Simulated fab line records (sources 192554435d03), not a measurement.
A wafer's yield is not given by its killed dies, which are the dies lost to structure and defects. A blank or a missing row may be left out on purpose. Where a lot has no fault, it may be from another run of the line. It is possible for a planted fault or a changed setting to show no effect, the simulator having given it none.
Which tool is to blame? | flow n5Finfet | Sampling: 11 lots, 32 wafers, 5 of 1938 route steps

== WHAT THE GAUGES READ, wafer by wafer ==
N5_BEOL_M14_CD_MEAS_17: target cd 250 nm. Usual: 252 nm for cdNm, sd 3.6.
lot  | measured     | on       | cdNm (nm)   | flag
L421 | day 11 10:28 | cdSem-01 | 253 249 252 | 
L422 | day 11 10:50 | cdSem-01 | 251 255 254 | 
L423 | day 11 17:34 | cdSem-03 | 249 249 246 | 
L426 | day 12 08:48 | cdSem-02 | 253 259 252 | 
L428 | day 13 05:05 | cdSem-01 | 250 255 255 | 
L434 | day 14 17:02 | cdSem-03 | 251 252 252 | 
L436 | day 15 02:44 | cdSem-03 | 248 253     | 
L439 | day 15 21:52 | cdSem-02 | 253 253 254 | 
L441 | day 16 05:44 | cdSem-03 | 251 252 250 | 
L442 | day 16 19:28 | cdSem-01 | 244 245 247 | 
L443 | day 16 19:50 | cdSem-03 | 245 249 246 | 

N5_BEOL_M14_CD_MEAS_28: target cd 284.4 nm. Usual: 284.2 nm for cdNm, sd 2.3.
lot  | measured     | on       | cdNm (nm)         | flag
L421 | day 11 10:55 | cdSem-03 | 285.0 283.8 283.4 | 
L422 | day 11 11:10 | cdSem-01 | 284.5 283.7 285.0 | 
L423 | day 11 18:01 | cdSem-03 | 283.0 282.4 281.6 | 
L426 | day 12 09:15 | cdSem-02 | 287.1 286.7 285.8 | 
L428 | day 13 05:25 | cdSem-01 | 307.9 296.6 309.2 | OFF
L434 | day 14 17:22 | cdSem-02 | 283.6 281.2 280.5 | 
L436 | day 15 03:11 | cdSem-01 | 281.7 280.7       | 
L439 | day 15 22:11 | cdSem-02 | 283.7 281.1 282.2 | 
L441 | day 16 06:04 | cdSem-02 | 281.7 286.9 281.1 | 
L442 | day 16 19:55 | cdSem-03 | 284.1 285.2 285.4 | 
L443 | day 16 20:17 | cdSem-03 | 282.6 286.1 284.3 | 

N5_BEOL_M14_OVL_MEAS_29. Usual: for M14_OVL the level is 1 nm and the standard deviation is 5.2.
lot  | measured     | on         | M14_OVL (nm) | flag
L421 | day 11 10:56 | overlay-01 | 7 12 7       | 
L422 | day 11 11:11 | overlay-02 | 3 -5 2       | 
L423 | day 11 18:03 | overlay-01 | -3 -1 -2     | 
L426 | day 12 09:17 | overlay-01 | -2 -7 3      | 
L428 | day 13 05:26 | overlay-02 | -4 -5 -8     | 
L434 | day 14 17:24 | overlay-01 | 4 3 6        | 
L436 | day 15 03:13 | overlay-01 | 0 8          | 
L439 | day 15 22:13 | overlay-01 | -7 -6 -6     | 
L441 | day 16 06:05 | overlay-02 | 2 10 6       | 
L442 | day 16 19:58 | overlay-02 | 0 0 -4       | 
L443 | day 16 20:19 | overlay-01 | 1 2 2        | 

== TOOL THAT RAN EACH LOT (tool first, then ch and the chambers of the sampled wafers, then the start) ==
lot  | N5_BEOL_M14_VIA_ETCH_16           | N5_BEOL_M14_EXPOSE_25
L421 | rieDiel-06 ch 0,2,3, day 11 10:07 | krfScanner-01 ch 0, day 11 10:44
L422 | rieDiel-03 ch 1,3, day 11 10:29   | krfScanner-01 ch 0, day 11 10:59
L423 | rieDiel-02 ch 0,1, day 11 17:13   | krfScanner-02 ch 0, day 11 17:51
L426 | rieDiel-02 ch 0,3, day 12 08:27   | krfScanner-01 ch 0, day 12 09:05
L428 | rieDiel-02 ch 0,1,3, day 13 04:44 | krfScanner-01 ch 0, day 13 05:14
L434 | rieDiel-06 ch 0,1, day 14 16:41   | krfScanner-02 ch 0, day 14 17:11
L436 | rieDiel-02 ch 0,1, day 15 02:23   | krfScanner-02 ch 0, day 15 03:01
L439 | rieDiel-03 ch 1,2,3, day 15 21:31 | krfScanner-02 ch 0, day 15 22:01
L441 | rieDiel-03 ch 0,1,3, day 16 05:23 | krfScanner-02 ch 0, day 16 05:53
L442 | rieDiel-06 ch 0,1,2, day 16 19:08 | krfScanner-01 ch 0, day 16 19:45
L443 | rieDiel-06 ch 1,2, day 16 19:28   | krfScanner-02 ch 0, day 16 20:07
- N5_BEOL_M14_VIA_ETCH_16: etches SiO2 in C4F8/O2/Ar, target depth 1231.3 nm.
- N5_BEOL_M14_EXPOSE_25: exposes mask M14, target cd 280 nm.

== AS READ BY THE TOOLS THEMSELVES (means over the sampled wafers that have a number; for cases with no such wafer, the mark the record gives instead) ==
N5_BEOL_M14_VIA_ETCH_16. Usual: drypumpMotorCurrentA 5.58 A, standard deviation 0.29; oesProductAu 0.72 a.u., standard deviation 0.069; rfVppV 2217 V, standard deviation 56; showerheadPlenumPTorr 3.39 Torr, standard deviation 0.11; throttleValvePct 30.8 %, standard deviation 0.38.
lot  | tool       | drypumpMotorCurrentA (A) | oesProductAu (a.u.) | rfVppV (V) | showerheadPlenumPTorr (Torr) | throttleValvePct (%) | flag
L421 | rieDiel-06 | 5.84                     | 0.70                | 2178       | 3.34                         | 30.8                 | 
L422 | rieDiel-03 | 5.70                     | 0.66                | 2202       | 3.35                         | 30.6                 | 
L423 | rieDiel-02 | 5.51                     | 0.64                | 2166       | 3.27                         | 31.2                 | 
L426 | rieDiel-02 | 5.72                     | 0.68                | 2155       | 3.28                         | 31.0                 | 
L428 | rieDiel-02 | 5.54                     | 0.67                | 2218       | 3.31                         | 31.2                 | 
L434 | rieDiel-06 | 5.62                     | 0.73                | 2216       | 3.41                         | 30.7                 | 
L436 | rieDiel-02 | 5.47                     | 0.75                | 2214       | 3.48                         | 31.1                 | 
L439 | rieDiel-03 | 5.62                     | 0.68                | 2242       | 3.37                         | 30.6                 | 
L441 | rieDiel-03 | 5.42                     | 0.68                | 2227       | 3.38                         | 30.5                 | 
L442 | rieDiel-06 | 5.66                     | 0.71                | 2201       | 3.40                         | 30.8                 | 
L443 | rieDiel-06 | 5.50                     | 0.71                | 2187       | 3.45                         | 31.0                 | 

N5_BEOL_M14_EXPOSE_25. Usual: exposureDoseMJCm2 26.579, standard deviation 0.027; focusOffsetNm -0.1 nm, standard deviation 0.48.
lot  | tool          | exposureDoseMJCm2 | focusOffsetNm (nm) | flag
L421 | krfScanner-01 | 26.557            | -0.1               | 
L422 | krfScanner-01 | 26.568            | 0.1                | 
L423 | krfScanner-02 | 26.603            | -0.0               | 
L426 | krfScanner-01 | 26.622            | -0.5               | 
L428 | krfScanner-01 | 25.931            | -0.2               | OFF
L434 | krfScanner-02 | 26.575            | 0.1                | 
L436 | krfScanner-02 | 26.537            | 0.0                | 
L439 | krfScanner-02 | 26.553            | -0.1               | 
L441 | krfScanner-02 | 26.581            | 0.5                | 
L442 | krfScanner-01 | 26.591            | -0.1               | 
L443 | krfScanner-02 | 26.582            | -0.5               | 

== THE ANSWER, worked out from the rows above alone ==
Rule: a lot counts as off when the mean over its wafers that have a number is more than 3 standard deviations away from the usual mean. A lot without any number at a reading at which 4 lots or more have one is off too. All remaining lots with rows at the step are treated as sound. Order of review: gauges by route order, followed by the tools' own readings, for which a lot's mean as printed above is used. The first step at which some lot is off is used, and at that step the reading that is off furthest; a lot without a number counts as furthest.
Off: L428 (N5_BEOL_M14_CD_MEAS_28, cdNm).
If a tool, at a process step before that reading, ran all the lots that are off and no sound lot after the first of them, it fits. Not tried: the gauges at N5_BEOL_M14_CD_MEAS_28; whatever is off there is also off at N5_BEOL_M14_EXPOSE_25, on other tools, and gauge error can't account for it. Of those tried, none fits.

== WHAT HAD BEEN PUT IN BY THE SIMULATOR ==
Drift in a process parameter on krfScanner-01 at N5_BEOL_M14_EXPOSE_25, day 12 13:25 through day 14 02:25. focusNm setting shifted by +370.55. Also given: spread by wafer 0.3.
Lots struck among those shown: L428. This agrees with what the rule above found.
